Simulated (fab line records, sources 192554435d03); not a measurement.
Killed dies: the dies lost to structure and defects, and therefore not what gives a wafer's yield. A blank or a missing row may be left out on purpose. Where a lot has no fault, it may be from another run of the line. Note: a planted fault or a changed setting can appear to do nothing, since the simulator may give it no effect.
Matching of chambers ; flow n5-finfet ; N5_BEOL_M3_PRE_CLEAN_60 on cvd-co-01 has 3 sister chambers
The step time 15 s. 3 wafers are shown with their chamber, then 11 later ones without.

## EACH WAFER AND ITS CHAMBER
wafer;chamber;heater-power-w (W)
L088.5;1;87
L089.6;2;92
L090.2;0;100

## WAFERS MISSING THEIR CHAMBER
wafer;heater-power-w (W)
L090.4;92
L090.5;99
L092.1;93
L092.4;90
L092.6;90
L094.2;97
L094.3;91
L094.5;91
L097.1;98
L097.4;98
L097.5;93

## THE CHAMBER EACH PASSED THROUGH
wafer;from the rows above;in truth
L090.4;2;2
L090.5;0;0
L092.1;2;2
L092.4;can't be placed: 2 or 1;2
L092.6;can't be placed: 2 or 1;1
L094.2;can't be placed: 0 or 2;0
L094.3;can't be placed: 2 or 1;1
L094.5;can't be placed: 2 or 1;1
L097.1;0;0
L097.4;0;0
L097.5;2;2
Placed correctly: 6 of 11. From these rows, 5 cannot be placed; in 5 the true chamber is one of the candidates. Placed wrongly: 0.
How it was worked out, from the rows above alone: a wafer's distance from a chamber is the root of the sum, over the readings, of the square of ((its reading less the chamber's mean) divided by the reading's scatter). If the next closest chamber is less than 2 further off than the closest, the wafer can't be placed; otherwise it belongs to the closest. The mean given for a chamber averages the wafers shown for that chamber. The scatter: root of mean squared gap, hidden wafer to nearest shown wafer, with one shown wafer a chamber.
